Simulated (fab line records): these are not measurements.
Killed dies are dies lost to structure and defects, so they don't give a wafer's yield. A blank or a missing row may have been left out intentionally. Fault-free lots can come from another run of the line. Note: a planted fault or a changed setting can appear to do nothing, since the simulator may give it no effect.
fab line records	flow nandHarc
[record] lots = 5	wafers = 15	lastDay = 33
route steps=1302 shown A_BONDPAD@1207 END@1302
lots that met no fault: taken from a fault-free run of the same line
startH: hours from the record's opening day to when the first of the lot's shown wafers began	waitH: hours elapsed since this lot's preceding step	" repeats the value in the row above	L1.1+2: a single row standing in for several wafers	- no value present, or no start provided	* or withheld: withheld	< > ~ a bound
route shown NAME@n: NAME is a module with steps in the file, n the number in the route of the first one	usual: the fault-free wafers' mean and standard deviation	same: alike in all rows	chamber/n: place in a boat	sites: the reading at each site	_std_site: the standard deviation of these	_edge_site: the outer-site mean with the inner-site mean subtracted	radiusMm: how far each site lies from the wafer's centre	mask NAME#n: copy n	behind: the most recent tool/chamber to have shaped the wafer	hold: what put the lot on hold/how long, in hours/how the hold closed	device: transistor that didn't switch, given as n, p or np	end of line: at the end of the route, the tests of the same wafers	step lacking rows: just its recipe	killed: not the wafer's yield, but the dies lost to structure and defects at the first sort	map: the dies of a wafer, with x for killed, . for not killed, _ for no die there
set.NAME: the setting that was run; set.NAME@STEP: the one run at that earlier step	model.NAME: the simulator's own value behind a step, which no gauge read
lots at some steps of the route; a table a step, a row a wafer
services: the hour from which a tool's chamber was out of use, counted from the record's first day as startH (under 0 if before that day), plus the number of hours and why
[[steps]]
[step NHARC_A_BONDPAD_HMDS_02]
[recipe] timeS = 30
[step NHARC_A_BONDPAD_COAT_33]
[recipe] tempC = 200	timeS = 65
[step NHARC_A_BONDPAD_COAT_03]
[recipe] spinRpm = 2000	resistThkNm = 600
[step NHARC_A_BONDPAD_SOFTBAKE_04]
[recipe] tempC = 125	timeS = 70
[step NHARC_A_BONDPAD_EBR_05]
[step NHARC_A_BONDPAD_EXPOSE_06]
[recipe] na = 0.55	doseMj = 36.99	maskId = A_BPAD
[step NHARC_A_BONDPAD_PEB_07]
[recipe] pebTempC = 128	pebTimeS = 80
[step NHARC_A_BONDPAD_DEVELOP_08]
[recipe] timeS = 50	devTempC = 22
[step NHARC_A_BONDPAD_CD_MEAS_09]
[recipe] targetCdNm = 500	landingEnergyEv = 500
[usual] cdNm = 500.2/1.9
lot.wafer	tool	chamber	startH	waitH	cdNm
L462.1	cdSem-03	0	536.98	-	500.1
L462.3	"	0	"	"	497.4
L462.4	"	0	"	"	496.2
L464.1	cdSem-01	0	546.36	-	499.4
L464.4	"	0	"	"	500.4
L464.5	"	0	"	"	498.5
L467.2	cdSem-03	0	608.22	-	499.1
L467.4	"	0	"	"	502.5
L467.6	"	0	"	"	496.5
L477.2	cdSem-03	0	678.09	-	501.4
L477.4	"	0	"	"	501.6
L477.6	"	0	"	"	498.8
L484.1	cdSem-01	0	748.02	-	498.7
L484.4	"	0	"	"	502.0
L484.5	"	0	"	"	503.4
[step NHARC_A_BONDPAD_OVL_MEAS_35]
[usual] overlayXNm = -1/5.7	overlayYNm = -2/4.9
lot.wafer	tool	chamber	startH	waitH	overlayXNm	overlayYNm
L462.1	overlay-01	-	537.07	-	7	-5
L462.3	"	-	"	"	7	-6
L462.4	"	-	"	"	6	-5
L464.1	overlay-02	-	546.44	-	1	-5
L464.4	"	-	"	"	0	-5
L464.5	"	-	"	"	1	-5
L467.2	overlay-01	-	608.30	-	0	-2
L467.4	"	-	"	"	-1	-2
L467.6	"	-	"	"	-1	-3
L477.2	overlay-02	-	678.17	-	-10	-1
L477.4	"	-	"	"	-9	-2
L477.6	"	-	"	"	-9	-1
L484.1	overlay-02	-	748.11	-	9	-2
L484.4	"	-	"	"	10	-2
L484.5	"	-	"	"	10	-2
[step NHARC_A_BONDPAD_HARDBAKE_10]
[recipe] tempC = 118	timeS = 65
[step NHARC_A_BONDPAD_DESCUM_11]
[recipe] timeS = 3	o2FlowSccm = 200	arFlowSccm = 0	biasPowerW = 0	chemistry = O2
[usual] chamberPressureMTorr = 59.99/0.053	drypumpMotorCurrentA = 5.7/0.48	oesProductAu = 1.002/0.0096	rfVppV = 57.8/0.88	showerheadPlenumPTorr = 1.89/0.1	throttleValvePct = 11.312/0.0085
lot.wafer	tool	chamber	startH	waitH	chamberPressureMTorr	drypumpMotorCurrentA	oesProductAu	rfHoursCounterH	rfVppV	showerheadPlenumPTorr	throttleValvePct
L462.3	rieDiel-03	1	537.19	-	59.95	5.2	1.004	2	57.8	1.78	11.303
L462.4	"	3	"	"	60.01	5.7	1.008	2	58.4	1.84	11.323
L462.1	"	0	"	"	59.98	6.2	0.985	2	58.1	1.84	11.304
L464.4	rieDiel-05	0	546.57	-	59.98	5.5	0.994	20	57.8	2.03	11.307
L464.1	"	2	"	"	60.08	5.7	0.998	22	57.1	2.07	11.303
L464.5	"	1	"	"	59.93	6.5	0.992	-	59.5	2.02	11.328
L467.2	rieDiel-05	1	608.43	-	60.02	6.6	0.997	1	58.4	2.02	11.313
L467.4	"	3	"	"	59.99	5.8	0.990	1	59.1	1.94	11.310
L467.6	"	2	"	"	60.07	5.7	1.009	-	58.8	2.07	11.316
L477.2	rieDiel-05	3	678.31	-	60.02	5.8	1.003	14	57.9	1.94	11.318
L477.4	"	0	"	"	59.99	5.5	1.007	14	57.9	2.02	11.310
L477.6	"	3	"	"	59.88	5.9	1.013	-	58.0	1.94	11.330
L484.1	rieDiel-06	2	748.23	-	59.97	5.0	1.022	24	58.1	2.01	11.312
L484.4	"	3	"	"	60.09	5.9	1.014	25	56.9	1.82	11.303
L484.5	"	3	"	"	59.98	5.9	1.006	-	57.3	1.82	11.327
[step NHARC_A_BONDPAD_ETCH_34]
[recipe] targetDepthA = 600	overetchA = 180	timeS = 65.91	ionEnergyEv = 200	n2FlowSccm = 150	h2FlowSccm = 150	arFlowSccm = 0	rfW = 400	biasW = 150	chemistry = N2/H2
[usual] chamberPressureMTorr = 30.003/0.028	drypumpMotorCurrentA = 5.7/0.47	h2FlowSccm = 150.0/0.47	n2FlowSccm = 150.0/0.5	oesProductAu = 1.002/0.0092	rfVppV = 430/3.2	showerheadPlenumPTorr = 2.01/0.11	throttleValvePct = 14.172/0.0094
lot.wafer	tool	chamber	startH	waitH	chamberPressureMTorr	drypumpMotorCurrentA	h2FlowSccm	n2FlowSccm	oesProductAu	rfHoursCounterH	rfVppV	showerheadPlenumPTorr	throttleValvePct
L462.4	rieDiel-03	1	537.28	0.1	29.983	5.3	150.2	150.2	1.011	2	429	1.89	14.179
L462.1	"	2	"	"	29.954	5.0	149.9	149.7	1.001	2	426	1.91	14.151
L462.3	"	3	"	"	30.022	5.7	148.9	149.1	1.006	2	429	1.96	14.161
L464.4	rieDiel-05	2	546.66	0.1	30.015	5.7	149.4	150.1	0.999	22	435	2.21	14.185
L464.1	"	3	"	"	30.023	5.9	150.1	149.4	1.007	20	432	2.07	14.169
L464.5	"	1	"	"	29.967	6.5	149.3	151.2	1.000	-	434	2.16	14.159
L467.4	rieDiel-05	3	608.51	0.1	30.003	5.9	149.7	150.0	0.992	1	431	2.07	14.184
L467.2	"	2	"	"	29.991	5.7	150.1	149.5	1.005	1	435	2.21	14.193
L467.6	"	0	"	"	30.022	5.4	150.2	150.0	0.834	-	434	2.16	14.180
L477.2	rieDiel-05	2	678.39	0.1	30.061	5.7	149.8	150.5	1.003	17	437	2.20	14.173
L477.4	"	3	"	"	29.985	5.9	150.1	150.3	1.002	14	431	2.07	14.164
L477.6	"	1	"	"	30.021	6.6	149.5	149.3	1.002	-	434	2.15	14.185
L484.1	rieDiel-06	2	748.33	0.1	30.008	5.0	149.6	149.9	1.010	24	433	2.15	14.171
L484.4	"	0	"	"	29.988	5.6	149.6	151.1	1.010	25	425	1.92	14.171
L484.5	"	2	"	"	30.030	5.0	149.8	149.5	1.018	-	434	2.15	14.171
[step NHARC_A_BONDPAD_ETCH_12]
[recipe] targetDepthA = 2200	timeS = 110	chf3FlowSccm = 50	o2FlowSccm = 10	arFlowSccm = 200	rfW = 500	biasW = 200	chemistry = CHF3/O2
[usual] chamberPressureMTorr = 24.998/0.023	drypumpMotorCurrentA = 5.7/0.47	oesProductAu = 0.953/0.022	rfVppV = 369.8/2.8	showerheadPlenumPTorr = 2.37/0.12	throttleValvePct = 20.573/0.0096
lot.wafer	tool	chamber	startH	waitH	chamberPressureMTorr	drypumpMotorCurrentA	oesProductAu	rfHoursCounterH	rfVppV	showerheadPlenumPTorr	throttleValvePct
L462.1	rieDiel-03	1	-	-	24.975	5.2	0.973	2	367.8	2.24	20.581
L462.3	"	2	"	"	24.986	5.0	0.957	2	368.2	2.26	20.571
L462.4	"	0	"	"	24.983	6.2	0.959	2	368.2	2.31	20.567
L464.1	rieDiel-05	3	-	-	24.958	5.8	0.926	20	370.0	2.44	20.574
L464.4	"	1	"	"	25.004	6.6	0.920	17	374.2	2.53	20.573
L464.5	"	0	"	"	24.989	5.4	0.939	-	373.4	2.54	20.576
L467.2	rieDiel-05	0	-	-	24.979	5.5	0.983	1	374.6	2.54	20.588
L467.4	"	1	"	"	24.990	6.6	0.971	1	375.7	2.53	20.567
L467.6	"	2	"	"	24.995	5.7	0.978	-	374.0	2.59	20.569
L477.4	rieDiel-05	3	-	-	25.017	5.8	0.929	14	371.9	2.43	20.575
L477.2	"	2	"	"	24.968	5.7	0.936	17	373.8	2.58	20.577
L477.6	"	0	"	"	25.007	5.5	0.927	-	374.5	2.53	20.586
L484.4	rieDiel-06	1	-	-	25.019	5.7	0.979	24	370.4	2.36	20.554
L484.1	"	2	"	"	25.017	5.0	0.964	24	373.2	2.52	20.592
L484.5	"	3	"	"	24.985	5.9	0.965	-	368.5	2.29	20.581
[step NHARC_END_SORT_01]
[recipe] tempC = 25
[usual] defectLimitedYield = 91.1/2.9	killedAtArray = 55/20	killedAtOther = 1.1/1.2	killedAtPeriphery = 3.8/2.8	killedDies = 60/19	killedOpen = 3.4/1.9	killedShort = 2.2/1.5
[same] grossDies = 677
lot.wafer	tool	chamber	startH	waitH	defectLimitedYield[%]	killedAtArray	killedAtOther	killedAtPeriphery	killedDies	killedOpen	killedShort
L467.2	prober-01	0	641.93	2.8	89.2	65	2	6	73	2	3
L467.4	prober-01	0	643.56	3.4	91.3	52	2	5	59	1	2
L467.6	prober-01	0	645.18	4.1	89.5	64	3	4	71	3	7
// killed by level:class
L467.2 A_CHANNEL_HOLE_D1:chamberFilmFlake=40 A_CHANNEL_HOLE_D2:chamberFilmFlake=12 P_ZERO_WELL:chamberFilmFlake=2 P_CONTACT:chamberFilmFlake=2 A_DECK1_JOINT:chamberFilmFlake=2 A_WL_FILL:chamberFilmFlake=2 THIN_TSV:chamberFilmFlake=2 P_M2:geometricParticle:short=1
L467.4 A_CHANNEL_HOLE_D1:chamberFilmFlake=28 A_CHANNEL_HOLE_D2:chamberFilmFlake=11 A_STAIRCASE:chamberFilmFlake=3 P_ZERO_WELL:chamberFilmFlake=2 P_CONTACT:chamberFilmFlake=2 A_CHANNEL_FILL_D2:chamberFilmFlake=2 A_CONTACT:chamberFilmFlake=2 THIN_TSV:chamberFilmFlake=2
L467.6 A_CHANNEL_HOLE_D1:chamberFilmFlake=31 A_CHANNEL_HOLE_D2:chamberFilmFlake=15 A_DECK1_JOINT:chamberFilmFlake=3 A_WL_FILL:geometricParticle:short=2 A_CONTACT:chamberFilmFlake=2 THIN_TSV:chamberFilmFlake=2 P_CONTACT:geometricParticle:short=1 P_M0:geometricParticle:open=1
[[services]]
tool	chamber	startH	hours	kind
rieDiel-05	0	513.68	-	clean
rieDiel-05	1	513.68	-	clean
rieDiel-05	2	513.68	-	clean
rieDiel-05	3	513.68	-	clean
rieDiel-05	0	538.18	-	clean
rieDiel-05	1	538.18	-	clean
rieDiel-05	2	538.18	-	clean
rieDiel-05	3	538.18	-	clean
rieDiel-05	-	552.11	0.1	repair
rieDiel-06	3	554.15	5.6	repair
rieDiel-05	0	562.68	-	clean
rieDiel-05	1	562.68	-	clean
rieDiel-05	2	562.68	-	clean
rieDiel-05	3	562.68	-	clean
rieDiel-05	-	583.82	9.0	pm
rieDiel-05	0	583.82	9.0	ventCycle
rieDiel-05	1	583.82	9.0	ventCycle
rieDiel-05	2	583.82	9.0	ventCycle
rieDiel-03	2	601.13	2.0	repair
rieDiel-03	-	635.30	9.0	pm
rieDiel-06	-	661.27	9.0	pm
rieDiel-05	1	666.27	8.2	repair
rieDiel-06	3	716.09	3.7	repair
rieDiel-06	0	719.90	6.0	repair
[[key]]
[firstSign] step = NHARC_A_BONDPAD_ETCH_34	reading = oesProductAu	direction = down	sigmas = 18	usual = 1.002	struck = 0.834
effect none on later readings
metAt NHARC_A_BONDPAD_ETCH_34
struckWafers L467.6
[fault] kind = processParameterDrift	tool = rieDiel-05	chamber = 0	onsetH = 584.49	steps = NHARC_A_BONDPAD_ETCH_34	channel = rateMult	offset = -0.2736	shape = step	endH = 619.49
